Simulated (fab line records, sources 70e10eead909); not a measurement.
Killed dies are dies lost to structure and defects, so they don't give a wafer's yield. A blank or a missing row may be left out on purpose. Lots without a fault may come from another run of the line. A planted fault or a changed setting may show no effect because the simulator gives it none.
A struck lot beside a sound one | flow nand_harc | 44 steps out of a route of 1302
Sound: wafers L997.2, L997.4, L997.6. Struck: wafer L107.1. (L107.2, L107.3 of the same lot were not struck and are left out.) The cause comes at the end.
At each step with rows: each side's tool, then ch and its chambers, then its first start. Under that, the readings that differ: sound wafers | struck wafers | difference of the means | sigmas: that difference in standard deviations of wafers without a fault.
alike: readings whose means differ by less than 2 such deviations, and words and numbers that are the same on both sides. not compared: withheld readings, readings that some wafer has no value for, bounds like >300 that may hide the same value, and numbers for which the record gives no deviation and whose values overlap.
The two part at a step that has a row with sigmas, a row that says differs or no value, or rows on one side only. Numbers that don't overlap but have no deviation are shown without sigmas and don't part them. A reading that every wafer of one side lacks parts them only if that side has two wafers or more.

NHARC_P_GATE_INSPECT_28:
  sound on defect_inspect-02, day 5 15:57; struck on defect_inspect-02, day 9 11:26
  alike: raw_defect_count
then, 1 step without rows for these wafers: NHARC_P_GATE_DESCUM_31 (chemistry O2, time 3 s).
NHARC_P_GATE_ETCH_104: etches the open film in CF4/CHF3, target depth 60 nm.
  sound on rie_diel-01 ch 0,1,2, day 5 16:08; struck on rie_diel-01 ch 3, day 9 11:35
  reading                         | sound             | struck | difference | sigmas
  oes_product_au (a.u.)           | 0.905 0.926 0.919 | 0.966  | +0.049     | +2
  rf_vpp_V (V)                    | 366.1 370.0 367.0 | 372.7  | +5.0       | +2
  showerhead_plenum_p_Torr (Torr) | 1.48 1.51 1.47    | 1.67   | +0.18      | +3
  alike: drypump_motor_current_A, throttle_valve_pct
then, 3 steps without rows for these wafers: NHARC_P_GATE_HM_OPEN_105 (chemistry O2/COS, target depth 360 nm); NHARC_P_GATE_STRIP_106 (strips in O2/COS); NHARC_P_GATE_ETCH_114 (etches the open film in CF4/O2, target depth 30 nm, overetch 3 nm, time 16.5 s).
NHARC_P_GATE_ETCH_32: etches the open film in HBr/Cl2, target depth 150 nm, time 100.1 s.
  sound on rie_si-02 ch 0,1,2, day 5 16:32; struck on rie_si-05 ch 3, day 9 12:00
  alike: drypump_motor_current_A, hbr_flow_sccm, oes_product_au, throttle_valve_pct
  not compared: rf_hours_counter_h
NHARC_P_GATE_STRIP_108: strips in O2.
  sound on rie_diel-01 ch 0,2,3, day 5 16:42; struck on rie_diel-06 ch 3, day 9 12:09
  alike: drypump_motor_current_A, oes_product_au, rf_vpp_V, showerhead_plenum_p_Torr, throttle_valve_pct
  not compared: rf_hours_counter_h
NHARC_P_GATE_CD_MEAS_33:
  sound on cd_sem-02, day 5 16:51; struck on cd_sem-01, day 9 12:21
  alike: cd_nm
then, 3 steps without rows for these wafers: NHARC_P_GATE_STRIP_35 (strips in SPM, time 600 s); NHARC_P_GATE_PRECLEAN_73 (cleans in SC1); NHARC_P_GATE_SRD_74.
NHARC_P_GATE_ALD_36: deposits SiNx, target thk 20 nm, pulse time 60 s, ald cycles 223.
  sound on ald_sin-03 ch 1,2,3, day 5 18:22; struck on ald_sin-02 ch 3, day 9 13:51
  alike: heater_power_w, precursor_pulse_height_rel
then, 14 steps without rows for these wafers: NHARC_P_GATE_ETCHBACK_37 (etches the open film in CHF3/O2, target depth 34.5 nm, time 17.2 s); NHARC_P_GATE_STRIP_101 (strips in O2, time 20 s); NHARC_P_GATE_PRECLEAN_97 (cleans in SPM, time 600 s); NHARC_P_GATE_SRD_98; NHARC_P_GATE_PRECLEAN_99 (cleans in SC1); NHARC_P_GATE_SRD_100; NHARC_P_GATE_DEHYDRATE_38 (time 120 s); NHARC_P_GATE_HMDS_39 (time 30 s); NHARC_P_GATE_COAT_40; NHARC_P_GATE_SOFTBAKE_41 (time 95 s); NHARC_P_GATE_EBR_42; NHARC_P_GATE_EXPOSE_43 (exposes mask P NSD, target cd 720 nm); NHARC_P_GATE_PEB_44 (peb time 85 s); NHARC_P_GATE_DEVELOP_45 (time 70 s).
NHARC_P_GATE_CD_MEAS_46: target cd 720 nm.
  sound on cd_sem-03 ch 0, day 6 03:53; struck on cd_sem-03 ch 0, day 9 23:05
  alike: cd_nm
then, 1 step without rows for these wafers: NHARC_P_GATE_HARDBAKE_47 (time 80 s).
NHARC_P_GATE_DESCUM_48: chemistry O2, time 3 s.
  sound on rie_diel-06 ch 0,2, day 6 04:03; struck on rie_diel-01 ch 0, day 9 23:16
  reading                | sound                | struck | difference | sigmas
  oes_product_au (a.u.)  | 0.972 1.014 0.972    | 1.013  | +0.027     | +3
  throttle_valve_pct (%) | 11.298 11.305 11.299 | 11.321 | +0.020     | +2
  alike: drypump_motor_current_A, rf_vpp_V, showerhead_plenum_p_Torr
  not compared: rf_hours_counter_h
then, 1 step without rows for these wafers: NHARC_P_GATE_IMPLANT_49.
NHARC_P_GATE_STRIP_111: strips in N2/H2, time 250 s.
  sound on plasma_asher-02 ch 0,1, day 6 04:25; struck on plasma_asher-01 ch 1, day 9 23:37
  alike: drypump_motor_current_A, heater_power_w
  not compared: rf_hours_counter_h
then, 10 steps without rows for these wafers: NHARC_P_GATE_STRIP_75 (strips in O2); NHARC_P_GATE_STRIP_50 (strips in SPM, time 900 s); NHARC_P_GATE_DEHYDRATE_51 (time 120 s); NHARC_P_GATE_HMDS_52 (time 30 s); NHARC_P_GATE_COAT_53; NHARC_P_GATE_SOFTBAKE_54 (time 95 s); NHARC_P_GATE_EBR_55; NHARC_P_GATE_EXPOSE_56 (exposes mask P PSD, target cd 720 nm); NHARC_P_GATE_PEB_57 (peb time 85 s); NHARC_P_GATE_DEVELOP_58 (time 70 s).
NHARC_P_GATE_INSPECT_68:
  sound on defect_inspect-01, day 6 10:23; struck on defect_inspect-01, day 10 05:22
  reading          | sound       | struck | difference | sigmas
  raw_defect_count | 154 157 144 | 1519   | +1367      | +22
-- the record jumps here: 19 days lie between the struck wafers' starts before and after (it left off in module P_GATE and takes up again in module END, whose first step shown is number 1302 of the route) --
NHARC_END_SORT_01:
  the record has rows for the struck wafers here (prober-01 ch 0, day 29 05:39) and none for the sound ones

WHERE THEY PART
First at NHARC_P_GATE_ETCH_104; last, within this record, at NHARC_END_SORT_01.

WHY: what the simulator had put in
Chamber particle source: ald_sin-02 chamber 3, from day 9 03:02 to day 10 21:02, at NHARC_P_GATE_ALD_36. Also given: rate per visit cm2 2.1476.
